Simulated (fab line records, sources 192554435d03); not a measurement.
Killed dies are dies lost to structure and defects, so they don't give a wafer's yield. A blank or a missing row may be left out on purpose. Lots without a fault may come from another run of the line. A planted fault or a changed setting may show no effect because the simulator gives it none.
fab line records | flow n5_finfet
record lots=11 wafers=31 last_day=16
route steps=1938 shown FIN_CUT@176 STI_FIN_REVEAL@200 PASSIVATION@1936
lots that met no fault: from a run of the same line without faults
start_h: hours from the record's first day to the start of the lot's first wafer shown | wait_h: hours since the lot's step before | " the same as in the row above | L1.1+2: a row that stands for several wafers | - no value, or no start given | * or withheld: withheld | < > ~ a bound
route shown NAME@n: a module of which the file shows steps, and the number in the route of the first | usual: mean/standard deviation of fault-free wafers | same: alike in all rows | chamber/n: place in a boat | sites: the reading at each site | _std_site: their standard deviation | _edge_site: outer sites' mean less inner sites' | radius_mm: how far each site lies from the wafer's centre | mask NAME#n: copy n | behind: the tool/chamber that last shaped the wafer | hold: why the lot was held/for how many hours/how that ended | device: the transistor (n, p or np) that didn't switch | end of line: the same wafers' tests at the end of the route | a step without rows: its recipe alone | killed: dies lost to structure and defects at the first sort, not the wafer's yield | map: a wafer's dies, x killed, . not, _ none there
set.NAME: the setting as run; set.NAME@STEP: as run at that earlier step | model.NAME: the simulator's own value behind a step, which no gauge read
steps of the route over a sample of lots; a table a step, a row a wafer
services: from which hour (start_h, from the record's first day; less than 0 if before it) a tool's chamber was out of use, for how many hours, and why
## steps
# step N5_FIN_CUT_CUT_ETCH_15
# recipe chemistry=HBr/Cl2/O2 target=Si target_depth_a=1000 bt_time_s=10 mask_material=SOC time_s=42.4 ion_energy_ev=* bias_w=* pressure_mtorr=10 icp_w=800 HBr_flow_sccm=150 Cl2_flow_sccm=80 O2_flow_sccm=12
# usual drypump_motor_current_A=5.7/0.53 oes_product_au=0.999/0.014 throttle_valve_pct=37.12/0.24
# columns lot.wafer tool chamber start_h wait_h drypump_motor_current_A oes_product_au rf_hours_counter_h throttle_valve_pct
L655.1 rie_si-02 0 33.25 0.1 6.5 1.000 3 36.60
L655.2 " 2 " " 5.5 1.003 36 37.30
L655.5 " 0 " " 6.5 0.994 - 36.61
L656.1 rie_si-03 0 40.76 0.1 6.0 0.976 1 37.13
L656.2 " 3 " " 5.7 1.013 26 36.92
L656.5 " 0 " " 6.0 0.973 - 37.15
L657.1 rie_si-03 1 46.06 0.1 6.0 1.016 144 37.39
L657.2 " 2 " " 4.7 1.004 105 37.12
L657.5 " 2 " " 4.7 1.006 - 37.13
L660.1 rie_si-04 0 62.81 0.1 5.3 1.010 172 37.25
L660.2 " 2 " " 5.9 0.975 112 36.89
L660.6 " 2 " " 5.9 0.973 - 36.89
L665.2 rie_si-02 2 94.58 0.1 5.4 1.009 37 37.31
L665.5 " 0 " " 6.5 0.993 - 36.60
L666.1 rie_si-03 3 100.82 0.1 5.7 1.006 27 36.95
L666.2 " 1 " " 6.0 1.012 145 37.40
L666.6 " 3 " " 5.7 1.015 - 36.94
L667.4 rie_si-02 1 105.95 0.0 6.2 1.015 82 37.19
L667.5 " 0 " " 6.5 0.995 - 36.61
L667.6 " 1 " " 6.2 1.011 - 37.20
L668.1 rie_si-02 1 111.05 0.1 6.2 1.010 82 37.19
L668.3 " 3 " " 5.1 1.000 31 37.47
L668.5 " 2 " " 5.5 1.008 - 37.32
L669.1 rie_si-03 3 117.24 0.1 5.7 1.005 27 36.92
L669.5 " 0 " " 6.0 0.974 - 37.14
L669.6 " 3 " " 5.7 1.015 - 36.95
L670.1 rie_si-04 0 123.36 0.1 5.3 1.001 173 37.25
L670.2 " 2 " " 5.9 0.978 113 36.90
L670.5 " 0 " " 5.3 1.003 - 37.23
L671.2 rie_si-03 1 129.62 0.1 6.0 1.013 146 37.37
L671.4 " 2 " " 4.7 1.012 106 37.12
# step N5_FIN_CUT_STRIP_22
# recipe chemistry=N2/H2 power_w=500 temp_c=40 pressure_mtorr=50 rf_frequency_hz=6e+07 overash_fraction=0.3 bias_power_w=8 h2_frac=0.5 n2_flow_sccm=300 h2_flow_sccm=300
# usual drypump_motor_current_A=5.5/0.5 h2_flow_sccm=300.0/0.83 oes_product_au=0.78/0.068 rf_vpp_V=54.4/2.3 showerhead_plenum_p_Torr=3.40/0.077 temp_c=40.00/0.11 throttle_valve_pct=19.1/0.34
# columns lot.wafer tool chamber start_h wait_h drypump_motor_current_A h2_flow_sccm oes_product_au rf_hours_counter_h rf_vpp_V showerhead_plenum_p_Torr temp_c throttle_valve_pct
L655.1 rie_diel-02 3 33.37 0.0 5.0 300.4 0.78 123 50.6 3.54 40.05 18.9
L655.2 " 1 " " 5.8 300.9 0.83 98 53.1 3.40 40.18 19.2
L655.5 " 1 " " 5.8 298.9 0.83 - 53.8 3.40 39.98 19.1
L656.1 rie_diel-04 3 40.88 0.0 5.3 299.9 0.90 15 55.3 3.43 39.90 18.7
L656.2 " 1 " " 6.2 299.2 0.76 121 56.6 3.52 40.21 19.1
L656.5 " 1 " " 6.1 298.8 0.77 - 54.8 3.52 39.96 19.2
L657.1 rie_diel-02 2 46.20 0.1 6.4 301.5 0.70 226 50.9 3.45 40.08 19.1
L657.2 " 1 " " 5.8 300.4 0.81 103 57.3 3.40 40.07 19.2
L657.5 " 0 " " 5.3 299.5 0.74 - 53.1 3.36 40.04 19.8
L660.1 rie_diel-04 0 62.93 0.0 5.1 300.4 0.84 55 59.4 3.40 39.95 18.5
L660.2 " 1 " " 6.2 301.1 0.77 127 56.7 3.51 39.91 19.1
L660.6 " 2 " " 5.0 300.8 0.90 - 56.3 3.27 40.12 19.0
L665.2 rie_diel-02 0 94.70 0.0 5.3 300.6 0.74 179 52.8 3.35 40.29 19.9
L665.5 " 2 " " 6.4 298.7 0.69 - 52.2 3.44 40.14 19.1
L666.1 rie_diel-02 3 100.95 0.0 5.0 300.3 0.76 145 53.7 3.52 39.91 18.9
L666.2 " 0 " " 5.3 298.6 0.74 181 57.0 3.35 39.97 19.8
L666.6 " 2 " " 6.4 299.6 0.69 - 54.7 3.44 39.89 19.1
L667.4 rie_diel-02 2 106.07 0.0 6.4 300.6 0.69 244 50.2 3.44 39.98 19.1
L667.5 " 3 " " 5.0 299.5 0.77 - 55.0 3.52 40.01 18.9
L667.6 " 2 " " 6.4 299.1 0.69 - 52.3 3.44 39.87 19.1
L668.1 rie_diel-06 0 111.27 0.1 4.9 299.4 0.69 210 56.2 3.34 40.00 18.7
L668.3 " 1 " " 5.6 299.7 0.76 154 56.7 3.49 39.97 19.1
L668.5 " 2 " " 5.8 300.2 0.76 - 55.3 3.36 39.94 19.5
L669.1 rie_diel-04 1 117.39 0.1 6.2 299.8 0.77 144 55.8 3.50 40.07 19.2
L669.5 " 3 " " 5.3 300.2 0.87 - 55.7 3.42 40.09 18.8
L669.6 " 2 " " 5.0 299.0 0.88 - 55.5 3.26 40.06 19.1
L670.1 rie_diel-06 3 123.48 0.0 6.3 300.2 0.68 246 52.2 3.33 40.03 19.5
L670.2 " 0 " " 4.9 300.3 0.70 213 55.5 3.34 40.04 18.7
L670.5 " 1 " " 5.5 298.3 0.77 - 58.2 3.49 39.86 19.1
L671.2 rie_diel-06 2 129.80 0.1 5.8 300.4 0.76 147 50.5 3.36 40.08 19.5
L671.4 " 3 " " 6.3 300.0 0.69 248 54.9 3.33 40.00 19.5
# step N5_STI_FIN_REVEAL_OXIDATION_31
# recipe chemistry=O2_PLASMA_REMOTE temp_c=150 time_s=20 pressure_mtorr=1000 source_power_w=2000 o2_flow_sccm=3000
# usual drypump_motor_current_A=5.7/0.42 heater_power_w=152/13 temp_c=150.01/0.16
# columns lot.wafer tool chamber start_h wait_h drypump_motor_current_A heater_power_w rf_hours_counter_h temp_c
L655.1 plasma_asher-01 1 41.69 0.0 5.3 133 30 149.87
L655.2 " 0 " " 5.5 159 30 150.12
L655.5 " 0 " " 5.5 158 - 150.22
L656.1 plasma_asher-01 0 49.80 0.2 5.5 156 32 150.12
L656.2 " 1 " " 5.3 129 32 150.08
L656.5 " 1 " " 5.3 133 - 149.96
L657.1 plasma_asher-01 0 54.43 0.0 5.5 157 32 150.13
L657.2 " 1 " " 5.3 131 32 149.96
L657.5 " 0 " " 5.5 155 - 150.22
L660.1 plasma_asher-02 0 71.21 0.0 6.4 165 86 150.23
L660.2 " 1 " " 5.7 158 86 149.67
L660.6 " 0 " " 6.4 163 - 150.13
L665.2 plasma_asher-02 0 103.32 0.0 6.5 167 93 149.65
L665.5 " 1 " " 5.7 158 - 149.96
L666.1 plasma_asher-01 1 109.35 0.0 5.3 127 42 150.08
L666.2 " 0 " " 5.5 156 42 150.07
L666.6 " 1 " " 5.3 134 - 150.01
L667.4 plasma_asher-01 1 114.53 0.1 5.3 136 - 150.20
L667.5 " 0 " " 5.5 157 - 150.17
L667.6 " 1 " " 5.3 129 - 150.15
L668.1 plasma_asher-02 0 119.49 0.0 6.4 162 96 149.94
L668.3 " 1 " " 5.7 159 - 150.12
L668.5 " 0 " " 6.4 163 - 149.55
L669.1 plasma_asher-01 1 125.65 0.0 5.3 128 45 150.10
L669.5 " 1 " " 5.3 132 - 149.70
L669.6 " 0 " " 5.5 160 - 149.94
L670.1 plasma_asher-01 1 132.26 0.0 5.3 129 47 150.06
L670.2 " 0 " " 5.5 158 47 149.78
L670.5 " 0 " " 5.5 155 - 149.94
L671.2 plasma_asher-01 0 138.57 0.0 5.5 158 48 149.87
L671.4 " 1 " " 5.3 132 - 149.94
# step N5_STI_FIN_REVEAL_STRIP_35
# recipe chemistry=H3PO4 material=Si3N4 temp_c=165 target_depth_a=40 time_s=39
# usual temp_c=165.00/0.17
# columns lot.wafer tool chamber start_h wait_h temp_c
L655.1 wet_bench-01 3 41.98 0.2 165.09
L655.2 " 5 " " 165.27
L655.5 " 6 " " 164.79
L656.1 wet_bench-01 1 50.09 0.2 164.96
L656.2 " 3 " " 165.13
L656.5 " 5 " " 165.01
L657.1 wet_bench-04 3 54.72 0.2 165.28
L657.2 " 5 " " 164.98
L657.5 " 2 " " 164.84
L660.1 wet_bench-04 1 71.51 0.2 165.29
L660.2 " 0 " " 165.02
L660.6 " 4 " " 165.26
L665.2 wet_bench-06 0 103.62 0.2 165.18
L665.5 " 4 " " 164.92
L666.1 wet_bench-04 2 109.65 0.2 164.66
L666.2 " 3 " " 164.73
L666.6 " 1 " " 164.85
L667.4 wet_bench-04 1 114.81 0.1 164.83
L667.5 " 7 " " 164.90
L667.6 " 0 " " 164.81
L668.1 wet_bench-04 0 119.78 0.2 165.06
L668.3 " 6 " " 164.94
L668.5 " 7 " " 164.87
L669.1 wet_bench-01 1 125.96 0.2 164.74
L669.5 " 6 " " 165.02
L669.6 " 3 " " 164.97
L670.1 wet_bench-04 3 132.56 0.2 164.76
L670.2 " 6 " " 165.25
L670.5 " 0 " " 165.08
L671.2 wet_bench-06 5 138.86 0.2 164.91
L671.4 " 2 " " 164.91
# step N5_STI_FIN_REVEAL_INSPECT_13
# recipe inspect_instrument=darkfield mode=post_clean
# usual raw_defect_count=12/5.3
# columns lot.wafer tool chamber start_h wait_h raw_defect_count
L655.1 defect_inspect-02 - 42.32 0.0 7
L655.2 " - " " 3
L655.5 " - " " 8
L656.1 defect_inspect-01 - 50.43 0.0 15
L656.2 " - " " 11
L656.5 " - " " 9
L657.1 defect_inspect-01 - 55.07 0.0 13
L657.2 " - " " 22
L657.5 " - " " 10
L660.1 defect_inspect-02 - 71.86 0.0 8
L660.2 " - " " 6
L660.6 " - " " 6
L665.2 defect_inspect-01 - 103.96 0.0 8
L665.5 " - " " 11
L666.1 defect_inspect-02 - 109.99 0.0 12
L666.2 " - " " 12
L666.6 " - " " 9
L667.4 defect_inspect-01 - 115.15 0.0 4
L667.5 " - " " 15
L667.6 " - " " 15
L668.1 defect_inspect-02 - 120.19 0.0 571
L668.3 " - " " 9
L668.5 " - " " 8
L669.1 defect_inspect-01 - 126.30 0.0 13
L669.5 " - " " 12
L669.6 " - " " 11
L670.1 defect_inspect-01 - 132.95 0.0 6
L670.2 " - " " 21
L670.5 " - " " 585
L671.2 defect_inspect-02 - 139.23 0.0 11
L671.4 " - " " 6
# step N5_PASSIVATION_PROBE_49
# usual killed_at_M0_to_M3=33/9.9 killed_at_M4_up=14/6.4 killed_at_contacts=12/7 killed_at_front_end=41/13 killed_at_other=3.1/2.9 killed_dies=103/20 killed_on_rim=13/4 killed_open=67/14 killed_short=34/9.4
# same gross_dies=1180 killed_at_back_side=0
# columns lot.wafer tool chamber start_h wait_h killed_at_M0_to_M3 killed_at_M4_up killed_at_contacts killed_at_front_end killed_at_other killed_dies killed_on_rim killed_open killed_short
L656.1 prober-01 - 277.56 0.0 22 17 14 48 0 101 14 64 33
L656.2 prober-01 - 277.61 0.1 25 12 9 56 0 102 13 67 35
L656.5 prober-01 - 277.76 0.2 26 9 17 62 1 115 9 65 49
L665.2 prober-02 - 317.41 0.1 25 21 8 33 1 88 9 58 24
L665.5 prober-02 - 317.56 0.2 19 11 14 43 4 91 15 48 30
L666.1 prober-01 - 345.45 0.0 17 29 13 37 4 100 12 71 25
L666.2 prober-01 - 345.50 0.1 46 29 29 53 2 159 16 123 34
L666.6 prober-01 - 345.70 0.3 32 25 21 25 6 109 18 74 28
L667.4 prober-02 - 351.55 0.2 41 17 17 33 1 109 12 78 30
L667.5 prober-02 - 351.60 0.2 35 11 32 24 1 103 15 72 30
L667.6 prober-02 - 351.65 0.3 43 10 12 24 1 90 7 59 30
L668.1 prober-01 - 362.88 0.0 37 8 24 112 5 186 25 67 50
L668.3 prober-01 - 362.98 0.1 48 12 7 53 2 122 15 77 44
L668.5 prober-01 - 363.08 0.2 53 14 29 43 4 143 18 91 49
L670.1 prober-02 - 395.11 0.0 32 10 14 34 0 90 15 44 42
L670.2 prober-02 - 395.16 0.1 27 4 16 39 5 91 14 47 38
L670.5 prober-02 - 395.31 0.2 19 9 28 120 0 176 29 62 41
# killed by level:class
L656.1 FIN_SAQP:geometric_particle:open=11 MOL_CONTACT_COAG:geometric_particle:open=11 GATE_CUT:geometric_particle:short=9 FIN_SAQP:geometric_particle:short=8 BEOL_M0_SAQP:geometric_particle:open=8 BEOL_M4:geometric_particle:open=7 GATE_CUT:geometric_particle:open=5 BEOL_M0_SAQP:geometric_particle:short=4
L656.2 FIN_SAQP:geometric_particle:short=13 FIN_SAQP:geometric_particle:open=11 STI_FIN_REVEAL:geometric_particle:open=8 MOL_CONTACT_COAG:geometric_particle:open=8 BEOL_M2:geometric_particle:open=8 BEOL_M4:geometric_particle:open=6 BEOL_M3:geometric_particle:open=5 DUMMY_GATE:geometric_particle:open=4
L656.5 FIN_SAQP:geometric_particle:short=18 MOL_CONTACT_COAG:geometric_particle:open=13 FIN_SAQP:geometric_particle:open=9 BEOL_M3:geometric_particle:open=9 GATE_CUT:geometric_particle:short=8 BEOL_M2:geometric_particle:open=5 STARTING-WAFER:geometric_particle:short=5 MOL_CONTACT_COAG:geometric_particle:short=4
L665.2 BEOL_M4:geometric_particle:open=9 BEOL_M2:geometric_particle:open=8 FIN_SAQP:geometric_particle:open=7 MOL_CONTACT_COAG:geometric_particle:open=6 BEOL_M0_SAQP:geometric_particle:open=5 BEOL_M4:geometric_particle:short=5 HKMG_FIN:area_etch=5 FIN_SAQP:geometric_particle:short=4
L665.5 MOL_CONTACT_COAG:geometric_particle:open=12 HKMG_FIN:area_etch=9 FIN_SAQP:geometric_particle:short=6 BEOL_M0_SAQP:geometric_particle:short=6 BEOL_M4:geometric_particle:open=6 FIN_SAQP:geometric_particle:open=5 BEOL_M2:geometric_particle:open=5 DUMMY_GATE:geometric_particle:open=4
L666.1 BEOL_M4:geometric_particle:open=12 DUMMY_GATE:geometric_particle:open=7 MOL_CONTACT_COAG:geometric_particle:open=7 FIN_SAQP:geometric_particle:open=6 MOL_CONTACT_COAG:geometric_particle:short=5 BEOL_M2:geometric_particle:open=5 BEOL_M7:geometric_particle:open=5 DUMMY_GATE:geometric_particle:short=4
L666.2 MOL_CONTACT_COAG:geometric_particle:open=24 BEOL_M4:geometric_particle:open=16 BEOL_M1:geometric_particle:open=16 FIN_SAQP:geometric_particle:open=12 BEOL_M3:geometric_particle:open=12 STI_FIN_REVEAL:geometric_particle:open=9 DUMMY_GATE:geometric_particle:open=7 MOL_CONTACT_COAG:geometric_particle:short=5
L666.6 MOL_CONTACT_COAG:geometric_particle:open=17 BEOL_M4:geometric_particle:open=10 BEOL_M3:geometric_particle:open=9 BEOL_M2:geometric_particle:open=7 FIN_SAQP:geometric_particle:short=5 FIN_SAQP:geometric_particle:open=5 BEOL_M3:geometric_particle:short=5 DUMMY_GATE:geometric_particle:open=4
L667.4 MOL_CONTACT_COAG:geometric_particle:open=16 BEOL_M2:geometric_particle:open=13 BEOL_M4:geometric_particle:open=10 BEOL_M0_SAQP:geometric_particle:open=9 STARTING-WAFER:geometric_particle:short=6 FIN_SAQP:geometric_particle:short=5 BEOL_M0_SAQP:geometric_particle:short=5 BEOL_M1:geometric_particle:open=5
L667.5 MOL_CONTACT_COAG:geometric_particle:open=26 BEOL_M2:geometric_particle:open=9 BEOL_M0_SAQP:geometric_particle:short=8 MOL_CONTACT_COAG:geometric_particle:short=6 BEOL_M1:geometric_particle:open=5 FIN_SAQP:geometric_particle:short=4 BEOL_M0_SAQP:geometric_particle:open=4 BEOL_M2:geometric_particle:short=4
L667.6 BEOL_M1:geometric_particle:open=18 BEOL_M2:geometric_particle:open=9 FIN_SAQP:geometric_particle:open=7 FIN_SAQP:geometric_particle:short=7 BEOL_M0_SAQP:geometric_particle:short=7 MOL_CONTACT_COAG:geometric_particle:short=6 MOL_CONTACT_COAG:geometric_particle:open=6 BEOL_M0_SAQP:geometric_particle:open=4
L668.1 STI_FIN_REVEAL:unspecified=69 MOL_CONTACT_COAG:geometric_particle:open=17 BEOL_M0_SAQP:geometric_particle:short=13 FIN_SAQP:geometric_particle:short=9 BEOL_M0_SAQP:geometric_particle:open=8 FIN_SAQP:geometric_particle:open=7 STI_FIN_REVEAL:geometric_particle:open=7 MOL_CONTACT_COAG:geometric_particle:short=7
L668.3 BEOL_M3:geometric_particle:open=16 FIN_SAQP:geometric_particle:short=15 STI_FIN_REVEAL:geometric_particle:open=11 FIN_SAQP:geometric_particle:open=9 GATE_CUT:geometric_particle:short=9 BEOL_M0_SAQP:geometric_particle:short=8 BEOL_M4:geometric_particle:open=8 MOL_CONTACT_COAG:geometric_particle:open=7
L668.5 MOL_CONTACT_COAG:geometric_particle:open=24 BEOL_M3:geometric_particle:open=12 BEOL_M2:geometric_particle:open=11 FIN_SAQP:geometric_particle:open=10 FIN_SAQP:geometric_particle:short=9 STI_FIN_REVEAL:geometric_particle:open=9 GATE_CUT:geometric_particle:short=7 BEOL_M0_SAQP:geometric_particle:short=7
L670.1 BEOL_M0_SAQP:geometric_particle:short=13 FIN_SAQP:geometric_particle:short=12 MOL_CONTACT_COAG:geometric_particle:open=11 BEOL_M2:geometric_particle:open=8 GATE_CUT:geometric_particle:short=4 BEOL_M0_SAQP:geometric_particle:open=4 FIN_SAQP:geometric_particle:open=3 MOL_CONTACT_COAG:geometric_particle:short=3
L670.2 FIN_SAQP:geometric_particle:short=11 FIN_SAQP:geometric_particle:open=9 MOL_CONTACT_COAG:geometric_particle:open=9 BEOL_M3:geometric_particle:open=8 GATE_CUT:geometric_particle:short=7 MOL_CONTACT_COAG:geometric_particle:short=7 BEOL_M1:geometric_particle:open=5 GATE_CUT:geometric_particle:open=4
L670.5 STI_FIN_REVEAL:unspecified=72 MOL_CONTACT_COAG:geometric_particle:open=23 FIN_SAQP:geometric_particle:short=14 FIN_SAQP:geometric_particle:open=13 BEOL_M0_SAQP:geometric_particle:open=6 GATE_CUT:geometric_particle:short=5 MOL_CONTACT_COAG:geometric_particle:short=5 STI_FIN_REVEAL:geometric_particle:open=4
## services
# columns tool chamber start_h hours kind
rie_diel-06 2 11.06 20.0 repair
rie_diel-06 0 26.47 6.5 repair
rie_diel-04 2 77.28 6.0 repair
plasma_asher-01 - 82.60 2.8 pm
plasma_asher-01 - 112.36 0.9 repair
rie_diel-02 2 131.19 - clean
rie_diel-02 2 131.19 - consumable_replace:focus_ring
rie_diel-02 2 131.19 24.2 scheduled_down
rie_diel-02 2 131.19 24.2 vent_cycle
rie_diel-04 3 133.61 22.5 repair
rie_diel-06 2 136.40 2.6 repair
## key
first_sign step=N5_STI_FIN_REVEAL_INSPECT_13 reading=raw_defect_count direction=up sigmas=99+ usual=12 struck=578
effect step=N5_PASSIVATION_PROBE_49 reading=killed_at_front_end direction=up sigmas=5.7 usual=41 struck=116
more_kills_born_at N5_STI_FIN_REVEAL_STRIP_35@wet_bench-04=141
met_at N5_STI_FIN_REVEAL_STRIP_35
struck_lots L668,L670
struck_wafers L668.1,L670.5
tester_left_out L668,L670
not_acting_at N5_FIN_CUT_CUT_ETCH_15,N5_FIN_CUT_STRIP_22,N5_STI_FIN_REVEAL_OXIDATION_31
onset_between 114.81 119.78
fault kind=chamber_particle_source tool=wet_bench-04 chamber=0 onset_h=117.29 steps=N5_STI_FIN_REVEAL_STRIP_35 rate_per_visit_cm2=0.84832 end_h=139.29
# tester_left_out: of these lots the tester's yield and bins aren't shown, on N5 and GAA mostly nor the transistor test; their killed dies are dies lost to structure and defects alone, not to doping, threshold or leakage, so they don't give the yield
